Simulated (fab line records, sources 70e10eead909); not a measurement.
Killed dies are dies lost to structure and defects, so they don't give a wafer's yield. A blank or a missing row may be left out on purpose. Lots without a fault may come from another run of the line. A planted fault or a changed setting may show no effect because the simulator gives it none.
Which tool did it? | flow nand_harc | 7 lots, 21 wafers sampled, at 4 steps of a route of 1159

WHAT THE GAUGES READ, wafer by wafer
NHARC_A_ONON_D1_THK_MEAS_14: measures by ellipsometry.
lot  | measured     | on            | thk_nm (nm)
L831 | day 8 04:53  | film_metro-02 | 1017 1019 1019
L833 | day 8 14:30  | film_metro-02 | 992 991 990
L837 | day 9 12:41  | film_metro-02 | 484 484 484 482 480 483
L838 | day 9 18:47  | film_metro-01 | 996 997 996
L848 | day 12 02:08 | film_metro-01 | 988 989 988
L849 | day 12 13:38 | film_metro-02 | 985 986 987
L853 | day 13 01:42 | film_metro-02 | 1011 1012 1013

WHICH TOOL RAN EACH LOT (tool, then ch and the chambers of the sampled wafers, then the start)
lot  | NHARC_P_BONDPAD_ANNEAL_28        | NHARC_P_BONDPAD_ACTIVATE_29        | NHARC_A_ONON_D1_DEP_12
L831 | rtp_anneal-01 ch 0, day 7 01:55  | rie_diel-02 ch 0,2,3, day 7 02:52  | pecvd_onon-03 ch 0, day 8 04:22
L833 | rtp_anneal-02 ch 0, day 7 10:42  | rie_diel-01 ch 0,1,2, day 7 11:36  | pecvd_onon-01 ch 0, day 8 14:03
L837 | rtp_anneal-02 ch 0, day 8 08:48  | rie_diel-02 ch 2,3, day 8 09:45    | pecvd_onon-03 ch 0, day 9 12:11
L838 | rtp_anneal-01 ch 0, day 8 13:43  | rie_diel-02 ch 0,2, day 8 14:41    | pecvd_onon-01 ch 0, day 9 18:17
L848 | rtp_anneal-01 ch 0, day 11 01:16 | rie_diel-13 ch 1,2,3, day 11 02:10 | pecvd_onon-02 ch 0, day 12 01:48
L849 | rtp_anneal-02 ch 0, day 11 09:30 | rie_diel-02 ch 2,3, day 11 10:32   | pecvd_onon-01 ch 0, day 12 13:14
L853 | rtp_anneal-01 ch 0, day 11 23:17 | rie_diel-02 ch 0,2, day 12 00:11   | pecvd_onon-02 ch 0, day 13 01:15
- NHARC_P_BONDPAD_ANNEAL_28: time 90 s.
- NHARC_P_BONDPAD_ACTIVATE_29: chemistry N2, time 60 s.
- NHARC_A_ONON_D1_DEP_12: target thk 1000 nm.

THE ANSWER, worked out from the rows above alone
Rule: what is usual is taken from the lots themselves. Put in order of their means at a reading, lots are off if they are a third of the lots or fewer, leave a main group of 4 or more, and stand apart from it by a gap of 3 or more times the standard deviation of the main group's means; of several such gaps the widest counts. A main group whose means are all the same, to the digits that the tables above print for the reading, isn't used. A lot without any number at a reading at which 4 lots or more have one is off too. The other lots that the step has rows for count as sound.
Off: L837, at NHARC_A_ONON_D1_THK_MEAS_14 (thk_nm). The main group: mean 999 nm, standard deviation 12.
A tool fits if, at a process step before that reading, it ran every lot that is off, and no sound lot after the first of them. The gauges at NHARC_A_ONON_D1_THK_MEAS_14 are tried like those tools. One fits: pecvd_onon-03 at NHARC_A_ONON_D1_DEP_12. Its last sound lot is L831 (day 8 04:22), its first lot that is off L837 (day 9 12:11): a fault that began between those two fits.

WHAT THE SIMULATOR HAD PUT IN
Process parameter drift: pecvd_onon-03, from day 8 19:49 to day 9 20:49, at NHARC_A_ONON_D1_DEP_12. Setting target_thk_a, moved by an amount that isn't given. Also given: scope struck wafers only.
Lots struck among those shown: L837. The rule above found the same.
